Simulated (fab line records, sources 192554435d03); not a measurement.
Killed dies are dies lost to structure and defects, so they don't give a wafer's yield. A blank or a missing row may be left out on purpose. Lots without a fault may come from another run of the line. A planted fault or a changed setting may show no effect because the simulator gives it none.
Which tool did it? | flow n5_finfet | 11 lots, 33 wafers sampled, at 2 steps of a route of 1938

WHAT THE GAUGES READ, wafer by wafer
N5_BEOL_M10_INSPECT_30: inspects for defects (brightfield). Usual: raw_defect_count 415, standard deviation 89.
lot  | measured     | on                | raw_defect_count | flag
L113 | day 11 02:46 | defect_inspect-02 | 377 308 472      |
L112 | day 11 02:58 | defect_inspect-01 | 411 332 256      |
L114 | day 11 08:08 | defect_inspect-02 | 506 321 516      |
L116 | day 12 04:14 | defect_inspect-02 | 454 310 259      |
L118 | day 13 05:37 | defect_inspect-01 | 429 596 376      |
L122 | day 15 08:41 | defect_inspect-01 | 300 456 335      |
L127 | day 15 23:16 | defect_inspect-02 | 326 362 266      |
L128 | day 16 07:10 | defect_inspect-01 | 450 505 522      |
L129 | day 16 13:43 | defect_inspect-01 | 325 440 428      |
L132 | day 16 17:34 | defect_inspect-02 | 378 570 398      |
L133 | day 17 04:03 | defect_inspect-02 | 463 426 411      |

WHICH TOOL RAN EACH LOT (tool, then ch and the chambers of the sampled wafers, then the start)
lot  | N5_BEOL_M10_STRIP_67
L113 | rie_diel-04 ch 0,2,3, day 11 02:08
L112 | rie_diel-06 ch 1,2, day 11 02:09
L114 | rie_diel-01 ch 0,2, day 11 07:26
L116 | rie_diel-06 ch 0,1,3, day 12 00:50
L118 | rie_diel-04 ch 0,1,3, day 13 04:11
L122 | rie_diel-06 ch 1,2, day 15 07:53
L127 | rie_diel-04 ch 0,3, day 15 22:10
L128 | rie_diel-01 ch 0,1,3, day 16 03:34
L129 | rie_diel-01 ch 1,3, day 16 12:53
L132 | rie_diel-06 ch 0,1, day 16 15:53
L133 | rie_diel-01 ch 0,3, day 17 01:34
- N5_BEOL_M10_STRIP_67: strips in CF4.

WHAT THE TOOLS THEMSELVES READ (means of the sampled wafers that have a number; where no wafer has one, the mark that the record gives instead)
N5_BEOL_M10_STRIP_67. Usual: bias_power_w 74.99 W, standard deviation 0.23; drypump_motor_current_A 5.6 A, standard deviation 0.39; oes_product_au 0.82 a.u., standard deviation 0.073; rf_vpp_V 271.9 V, standard deviation 1.2; showerhead_plenum_p_Torr 1.83 Torr, standard deviation 0.038; throttle_valve_pct 13.39 %, standard deviation 0.29.
lot  | tool        | bias_power_w (W) | drypump_motor_current_A (A) | oes_product_au (a.u.) | rf_vpp_V (V) | showerhead_plenum_p_Torr (Torr) | throttle_valve_pct (%) | flag
L113 | rie_diel-04 | 75.02            | 5.8                         | 0.82                  | 272.0        | 1.81                            | 13.34                  |
L112 | rie_diel-06 | 75.08            | 5.6                         | 0.84                  | 271.7        | 1.80                            | 13.41                  |
L114 | rie_diel-01 | 74.99            | 5.9                         | 0.82                  | 272.8        | 1.88                            | 13.22                  |
L116 | rie_diel-06 | 75.18            | 5.2                         | 0.79                  | 271.2        | 1.78                            | 13.48                  |
L118 | rie_diel-04 | 75.03            | 5.9                         | 0.81                  | 272.1        | 1.83                            | 13.45                  |
L122 | rie_diel-06 | 74.75            | 5.6                         | 0.82                  | 271.6        | 1.80                            | 13.30                  |
L127 | rie_diel-04 | 75.18            | 5.9                         | 0.83                  | 271.4        | 1.82                            | 13.23                  |
L128 | rie_diel-01 | 74.92            | 5.5                         | 0.86                  | 272.7        | 1.85                            | 13.32                  |
L129 | rie_diel-01 | 75.11            | 5.2                         | 0.84                  | 271.6        | 1.82                            | 13.40                  |
L132 | rie_diel-06 | 74.81            | 5.4                         | 0.79                  | 271.0        | 1.80                            | 13.54                  |
L133 | rie_diel-01 | 75.09            | 5.7                         | 0.80                  | 272.6        | 1.85                            | 13.27                  |

THE ANSWER, worked out from the rows above alone
Rule: a lot is off if the mean of its wafers that have a number lies more than 3 standard deviations from the usual mean. A lot without any number at a reading at which 4 lots or more have one is off too. The other lots that the step has rows for count as sound. The gauges are gone through in route order, then the tools' own readings, and for those a lot's mean is taken as printed above. The first step at which some lot is off is used, and at that step the reading that is off furthest; a lot without a number counts as furthest.
No lot is off at any reading shown: from this, nothing can be told.

WHAT THE SIMULATOR HAD PUT IN
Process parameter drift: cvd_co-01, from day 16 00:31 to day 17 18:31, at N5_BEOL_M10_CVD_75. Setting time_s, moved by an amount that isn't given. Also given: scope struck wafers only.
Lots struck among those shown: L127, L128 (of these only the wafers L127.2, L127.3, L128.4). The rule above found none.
